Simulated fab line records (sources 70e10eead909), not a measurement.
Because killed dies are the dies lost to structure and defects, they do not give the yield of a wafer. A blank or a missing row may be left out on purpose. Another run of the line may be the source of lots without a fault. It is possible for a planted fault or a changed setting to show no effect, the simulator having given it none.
fab line records	flow nandHarc
record lots=15	wafers=44	lastDay=31
route steps=1302 shown A_CHANNEL_FILL_D1@508 A_ONON_D2@556
lots untouched by any fault: they come from a run of this same line in which no faults occurred
startH: hours from the record's first day to the start of the lot's first wafer shown	waitH: how many hours have passed since the lot's step before this one	" the same as in the row above	L1.1+2: one row covering several wafers at once	- no value, or no start was given	* or withheld: withheld	< > ~ a bound
route shown NAME@n: a module of which the file shows steps, and the number in the route of the first	usual: the fault-free wafers' mean and standard deviation	same: alike in all rows	chamber/n: place in a boat	sites: each site's reading	_std_site: standard deviation across them	_edge_site: outer sites' mean less inner sites'	radiusMm: for every site, how far away it sits from the centre of the wafer	mask NAME#n: copy n	behind: the most recent tool/chamber to have shaped the wafer	hold: cause of the lot's hold/its duration in hours/its outcome	device: whichever transistor did not switch (one of n, p or np)	end of line: at the end of the route, the tests of the same wafers	step lacking rows: just its recipe	killed: dies that structure and defects cost at the first sort, which is not the same as the wafer's yield	map: a wafer's dies, marking killed ones x, the rest . and places with no die _
set.NAME: the run value of the setting; set.NAME@STEP: its run value at that earlier step	model.NAME: the simulator's own value behind a step, which no gauge read
the route's steps for a sample of lots (tables are steps, rows are wafers)
services: the hour from which a tool's chamber was out of use, counted from the record's first day as startH (under 0 if before that day), plus the number of hours and why
## steps
# step NHARC_A_CHANNEL_FILL_D1_ETCHBACK_08
# recipe targetDepthA=2200	timeS=110	c4f8FlowSccm=20	arFlowSccm=withheld	rfW=600	biasW=300	chemistry=C4F8
# usual oesProductAu=0.95/0.035	rfVppV=441.8/2.5
lot.wafer	tool	chamber	startH	waitH	oesProductAu	rfHoursCounterH	rfVppV
L131.2	rieDiel-06	1	-	-	0.92	4.3	445.0
L131.3	"	3	"	"	0.93	4.6	438.0
L131.6	"	2	"	"	0.94	-	436.5
L133.4	rieDiel-07	3	-	-	0.92	7.7	441.2
L133.2	"	0	"	"	0.93	8.8	442.6
L133.6	"	2	"	"	0.93	-	443.7
L132.3	rieDiel-05	1	-	-	0.99	1.1	439.2
L132.2	"	2	"	"	1.01	0.6	445.9
L132.5	"	1	"	"	1.00	-	440.2
L134.4	rieDiel-07	1	-	-	0.92	9.2	441.6
L134.2	"	3	"	"	0.92	8.0	441.4
L134.5	"	1	"	"	0.93	-	441.2
L136.3	rieDiel-07	1	-	-	1.00	9.7	440.0
L136.6	"	0	"	"	1.00	-	442.4
L136.5	"	1	"	"	0.99	-	442.0
L135.2	rieDiel-06	1	-	-	0.94	5.8	443.0
L135.5	"	3	"	"	0.93	-	438.5
L135.6	"	0	"	"	0.94	-	442.7
L137.1	rieDiel-05	1	-	-	1.00	3.6	441.0
L137.2	"	0	"	"	0.99	3.7	446.3
L137.4	"	3	"	"	0.99	-	444.0
L138.3	rieDiel-06	0	-	-	0.92	7.6	443.1
L138.2	"	1	"	"	0.94	6.8	445.6
L138.5	"	0	"	"	0.93	-	442.5
L139.2	rieDiel-07	0	-	-	1.00	0.4	442.6
L139.4	"	1	"	"	1.00	0.7	441.1
L139.6	"	2	"	"	1.00	-	444.0
L140.2	rieDiel-05	0	-	-	0.99	6.1	442.2
L140.1	"	2	"	"	0.99	3.8	445.5
L140.6	"	3	"	"	0.99	-	444.1
L141.4	rieDiel-07	0	-	-	0.94	1.9	443.4
L141.5	"	3	"	"	0.94	-	440.3
L141.6	"	0	"	"	0.94	-	443.4
L143.2	rieDiel-05	1	-	-	0.92	7.1	439.6
L143.6	"	2	"	"	0.93	-	445.7
L143.5	"	3	"	"	0.93	-	445.1
L147.3	rieDiel-06	2	-	-	0.93	3.8	437.6
L147.6	"	2	"	"	0.94	-	436.6
L148.1	rieDiel-07	3	-	-	0.92	4.3	441.2
L148.3	"	0	"	"	0.93	6.1	442.2
L148.6	"	2	"	"	0.92	-	444.0
L151.2	rieDiel-05	0	-	-	1.01	1.0	444.0
L151.1	"	1	"	"	0.98	1.0	440.1
L151.6	"	0	"	"	1.00	-	443.8
# step NHARC_A_CHANNEL_FILL_D1_STRIP_29
# recipe timeS=20	o2FlowSccm=500	arFlowSccm=0	biasW=0	chemistry=O2
# usual drypumpMotorCurrentA=5.6/0.43	oesProductAu=1.000/0.0077	rfVppV=57.8/0.91	showerheadPlenumPTorr=3.59/0.12	throttleValvePct=17.037/0.0088
lot.wafer	tool	chamber	startH	waitH	drypumpMotorCurrentA	oesProductAu	rfHoursCounterH	rfVppV	showerheadPlenumPTorr	throttleValvePct
L131.2	rieDiel-06	0	-	-	5.0	1.014	4.9	58.7	3.58	17.035
L131.3	"	1	"	"	4.7	1.007	4.3	58.3	3.70	17.052
L131.6	"	0	"	"	5.0	1.015	-	57.5	3.58	17.031
L133.4	rieDiel-07	1	-	-	6.2	1.000	8.6	56.5	3.49	17.042
L133.2	"	2	"	"	5.4	1.012	7.5	59.3	3.71	17.031
L133.6	"	1	"	"	6.2	0.987	-	57.4	3.49	17.040
L132.2	rieDiel-05	3	-	-	5.5	0.992	0.6	57.7	3.75	17.030
L132.3	"	0	"	"	5.4	1.009	1.1	58.1	3.70	17.024
L132.5	"	1	"	"	6.1	0.992	-	58.2	3.52	17.047
L134.2	rieDiel-07	0	-	-	5.5	1.001	9.4	57.1	3.65	17.027
L134.4	"	2	"	"	5.4	1.010	7.9	57.3	3.71	17.039
L134.5	"	0	"	"	5.5	1.007	-	57.0	3.65	17.040
L136.3	rieDiel-07	1	-	-	6.2	0.993	9.8	56.9	3.49	17.051
L136.5	"	1	"	"	6.2	1.004	-	58.1	3.49	17.044
L136.6	"	2	"	"	5.4	1.015	-	58.5	3.71	17.054
L135.2	rieDiel-06	3	-	-	5.9	0.993	6.1	55.1	3.38	17.042
L135.6	"	3	"	"	5.9	1.009	-	57.7	3.38	17.042
L135.5	"	0	"	"	5.0	1.005	-	57.2	3.58	17.036
L137.2	rieDiel-05	1	293.64	0.1	6.1	0.994	3.7	57.0	3.52	17.030
L137.1	"	3	"	"	5.5	0.993	3.7	58.3	3.74	17.042
L137.4	"	0	"	"	5.5	1.000	-	57.5	3.70	17.042
L138.3	rieDiel-06	1	-	-	4.7	1.009	6.9	58.0	3.70	17.033
L138.2	"	0	"	"	5.0	0.997	7.7	58.0	3.58	17.039
L138.5	"	1	"	"	4.7	1.011	-	57.5	3.70	17.033
L139.4	rieDiel-07	3	-	-	5.7	1.001	0.4	58.4	3.56	17.033
L139.2	"	0	"	"	5.5	0.996	0.4	58.3	3.65	17.039
L139.6	"	1	"	"	6.1	0.991	-	58.3	3.49	17.041
L140.2	rieDiel-05	1	-	-	6.0	0.996	5.6	56.7	3.52	17.030
L140.1	"	2	"	"	5.7	0.999	3.8	58.5	3.79	17.029
L140.6	"	2	"	"	5.7	0.997	-	59.1	3.79	17.020
L141.4	rieDiel-07	3	-	-	5.7	1.009	1.6	56.8	3.56	17.044
L141.5	"	3	"	"	5.7	1.010	-	58.9	3.56	17.047
L141.6	"	0	"	"	5.5	1.005	-	58.1	3.65	17.052
L143.2	rieDiel-05	3	341.39	0.2	5.5	0.996	8.1	57.4	3.74	17.033
L143.6	"	3	"	"	5.5	0.991	-	57.5	3.74	17.019
L143.5	"	1	"	"	6.1	1.001	-	56.7	3.52	17.028
L147.3	rieDiel-06	1	-	-	4.7	1.004	4.4	59.3	3.70	17.045
L147.6	"	1	"	"	4.7	1.009	-	57.3	3.70	17.024
L148.1	rieDiel-07	3	-	-	5.7	1.001	4.3	55.4	3.55	17.021
L148.3	"	0	"	"	5.5	0.998	6.1	57.3	3.64	17.035
L148.6	"	3	"	"	5.7	0.989	-	57.4	3.55	17.044
L151.1	rieDiel-05	0	-	-	5.5	1.002	1.1	57.0	3.69	17.049
L151.2	"	1	"	"	6.0	1.008	1.0	59.1	3.52	17.040
L151.6	"	0	"	"	5.4	0.994	-	58.6	3.69	17.044
# step NHARC_A_CHANNEL_FILL_D1_INSPECT_13
# usual rawDefectCount=340/130
lot.wafer	tool	chamber	startH	waitH	rawDefectCount
L131.2	defectInspect-01	-	243.88	0.0	287
L131.3	"	-	"	"	299
L131.6	"	-	"	"	238
L132.2	defectInspect-02	-	252.46	0.0	292
L132.3	"	-	"	"	301
L132.5	"	-	"	"	204
L133.2	defectInspect-01	-	252.47	0.0	293
L133.4	"	-	"	"	331
L133.6	"	-	"	"	334
L134.2	defectInspect-01	-	268.21	0.0	268
L134.4	"	-	"	"	234
L134.5	"	-	"	"	306
L136.3	defectInspect-02	-	287.00	0.0	504
L136.5	"	-	"	"	416
L136.6	"	-	"	"	517
L135.2	defectInspect-02	-	289.81	0.0	363
L135.5	"	-	"	"	361
L135.6	"	-	"	"	283
L137.1	defectInspect-02	-	300.80	0.0	562
L137.2	"	-	"	"	384
L137.4	"	-	"	"	321
L138.2	defectInspect-02	-	307.02	0.0	192
L138.3	"	-	"	"	263
L138.5	"	-	"	"	223
L139.2	defectInspect-01	-	321.43	0.0	283
L139.4	"	-	"	"	341
L139.6	"	-	"	"	364
L140.1	defectInspect-01	-	327.43	0.0	323
L140.2	"	-	"	"	238
L140.6	"	-	"	"	266
L141.4	defectInspect-02	-	337.01	0.0	347
L141.5	"	-	"	"	299
L141.6	"	-	"	"	195
L143.2	defectInspect-01	-	347.41	0.0	507
L143.5	"	-	"	"	313
L143.6	"	-	"	"	407
L147.3	defectInspect-01	-	400.16	0.0	197
L147.6	"	-	"	"	337
L148.1	defectInspect-01	-	413.63	0.0	239
L148.3	"	-	"	"	726
L148.6	"	-	"	"	320
L151.1	defectInspect-01	-	440.28	0.0	686
L151.2	"	-	"	"	437
L151.6	"	-	"	"	516
# step NHARC_A_ONON_D2_DEP_16
# recipe targetThkA=10000	n2FlowSccm=2750	n2oFlowSccm=2000	nh3FlowSccm=500	sih4FlowSccm=210	tempC=400
# usual nh3FlowSccm=499.7/1.6
lot.wafer	tool	chamber	startH	waitH	nh3FlowSccm
L131.2	pecvdOnon-01	0	288.72	0.4	500.4
L131.3	"	0	"	"	500.7
L131.6	"	0	"	"	501.0
L132.2	pecvdOnon-03	0	298.35	0.4	503.6
L132.3	"	0	"	"	500.5
L132.5	"	0	"	"	498.8
L133.2	pecvdOnon-01	0	298.35	0.4	499.0
L133.4	"	0	"	"	498.7
L133.6	"	0	"	"	499.1
L134.2	pecvdOnon-03	0	316.34	0.4	499.8
L134.4	"	0	"	"	498.4
L134.5	"	0	"	"	499.4
L135.2	pecvdOnon-01	0	332.08	0.4	497.3
L135.5	"	0	"	"	498.1
L135.6	"	0	"	"	499.1
L136.3	pecvdOnon-04	0	332.14	0.5	498.1
L136.5	"	0	"	"	499.3
L136.6	"	0	"	"	499.2
L137.1	pecvdOnon-01	0	344.40	0.4	500.2
L137.2	"	0	"	"	502.9
L137.4	"	0	"	"	499.7
L138.2	pecvdOnon-03	0	358.58	0.4	500.5
L138.3	"	0	"	"	498.9
L138.5	"	0	"	"	500.7
L139.2	pecvdOnon-04	0	364.42	0.4	498.1
L139.4	"	0	"	"	500.2
L139.6	"	0	"	"	499.2
L140.1	pecvdOnon-04	0	372.25	0.4	502.1
L140.2	"	0	"	"	501.0
L140.6	"	0	"	"	501.7
L141.4	pecvdOnon-03	0	384.70	0.6	498.8
L141.5	"	0	"	"	498.4
L141.6	"	0	"	"	498.3
L143.2	pecvdOnon-04	0	391.55	0.4	497.4
L143.5	"	0	"	"	498.0
L143.6	"	0	"	"	499.8
L147.3	pecvdOnon-04	0	443.81	0.5	500.1
L147.6	"	0	"	"	501.8
L148.1	pecvdOnon-04	0	458.10	0.4	504.0
L148.3	"	0	"	"	502.1
L148.6	"	0	"	"	501.4
L151.1	pecvdOnon-04	0	483.06	0.4	497.4
L151.2	"	0	"	"	498.1
L151.6	"	0	"	"	499.1
# step NHARC_A_ONON_D2_THK_MEAS_18
# recipe thkMeasGauge=ellipsometry
# usual thkNm=999/7
lot.wafer	tool	chamber	startH	waitH	thkNm
L131.2	filmMetro-02	-	289.18	-	990
L131.3	"	-	"	"	990
L131.6	"	-	"	"	991
L132.2	filmMetro-02	-	298.80	-	1000
L132.3	"	-	"	"	1000
L132.5	"	-	"	"	998
L133.2	filmMetro-01	-	298.81	-	999
L133.4	"	-	"	"	1001
L133.6	"	-	"	"	999
L134.2	filmMetro-02	-	316.82	-	997
L134.4	"	-	"	"	997
L134.5	"	-	"	"	996
L135.2	filmMetro-01	-	332.53	-	996
L135.5	"	-	"	"	997
L135.6	"	-	"	"	997
L136.3	filmMetro-02	-	332.54	-	1013
L136.5	"	-	"	"	1013
L136.6	"	-	"	"	1012
L137.1	filmMetro-01	-	344.91	-	1012
L137.2	"	-	"	"	1010
L137.4	"	-	"	"	1014
L138.2	filmMetro-02	-	359.03	-	1005
L138.3	"	-	"	"	1002
L138.5	"	-	"	"	1003
L139.2	filmMetro-02	-	364.87	-	1005
L139.4	"	-	"	"	1005
L139.6	"	-	"	"	1006
L140.1	filmMetro-01	-	372.75	-	1002
L140.2	"	-	"	"	1002
L140.6	"	-	"	"	1002
L141.4	filmMetro-01	-	385.04	-	994
L141.5	"	-	"	"	995
L141.6	"	-	"	"	996
L143.2	filmMetro-01	-	392.00	-	1007
L143.5	"	-	"	"	1007
L143.6	"	-	"	"	1006
L147.3	filmMetro-01	-	444.21	-	477
L147.6	"	-	"	"	1004
L148.1	filmMetro-02	-	458.62	-	1000
L148.3	"	-	"	"	474
L148.6	"	-	"	"	1003
L151.1	filmMetro-02	-	483.57	-	988
L151.2	"	-	"	"	463
L151.6	"	-	"	"	989
## services
tool	chamber	startH	hours	kind
rieDiel-07	0	223.80	-	clean
pecvdOnon-03	-	227.00	13.0	pm
rieDiel-05	-	229.60	9.0	pm
rieDiel-05	2	248.70	1.9	repair
rieDiel-06	2	264.59	4.0	repair
rieDiel-07	-	266.91	4.6	repair
pecvdOnon-01	-	269.24	13.0	pm
rieDiel-05	2	276.29	23.8	repair
rieDiel-07	-	294.30	9.0	pm
rieDiel-06	-	307.20	9.0	pm
pecvdOnon-04	-	311.00	13.0	pm
rieDiel-05	2	311.35	4.4	repair
rieDiel-05	0	333.72	21.2	repair
rieDiel-06	-	335.88	1.2	repair
rieDiel-07	3	339.67	20.3	repair
rieDiel-07	2	346.36	4.1	repair
rieDiel-07	0	353.71	10.8	repair
rieDiel-07	2	354.92	4.1	repair
rieDiel-06	3	370.40	13.2	repair
rieDiel-05	0	371.06	1.8	repair
rieDiel-05	-	406.60	9.0	pm
pecvdOnon-03	-	408.00	13.0	pm
pecvdOnon-01	-	450.24	13.0	pm
rieDiel-07	-	471.30	9.0	pm
## key
firstSign step=NHARC_A_ONON_D2_THK_MEAS_18	reading=thkNm	direction=down	sigmas=75	usual=999	struck=471
effect none on later readings
metAt NHARC_A_ONON_D2_DEP_16
struckLots L147,L148,L151
struckWafers L147.3,L148.3,L151.2
laterRowsLeftOut L147.3,L148.3,L151.2
sortLeftOut L147.3,L148.3,L151.2
testerLeftOut L147,L148,L151
notActingAt NHARC_A_CHANNEL_FILL_D1_ETCHBACK_08,NHARC_A_CHANNEL_FILL_D1_STRIP_29,NHARC_A_CHANNEL_FILL_D1_INSPECT_13
onsetBetween 391.55 443.81
fault kind=processParameterDrift	tool=pecvdOnon-04	chamber=-	onsetH=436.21	steps=NHARC_A_ONON_D2_DEP_16	channel=targetThkA	offset=*	shape=step	endH=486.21	scope=struckWafersOnly	actsIn=*	stated=*
# testerLeftOut: of these lots the tester's yield and bins aren't shown, on N5 and GAA mostly nor the transistor test; their killed dies are dies lost to structure and defects alone, not to doping, threshold or leakage, so they don't give the yield
# sortLeftOut: the simulated sort isn't trusted on such a fault, so these wafers' sort isn't shown, and their yield isn't known
# laterRowsLeftOut: the simulator's readings of these wafers behind a module that went badly wrong aren't trusted and aren't shown, but for the sort
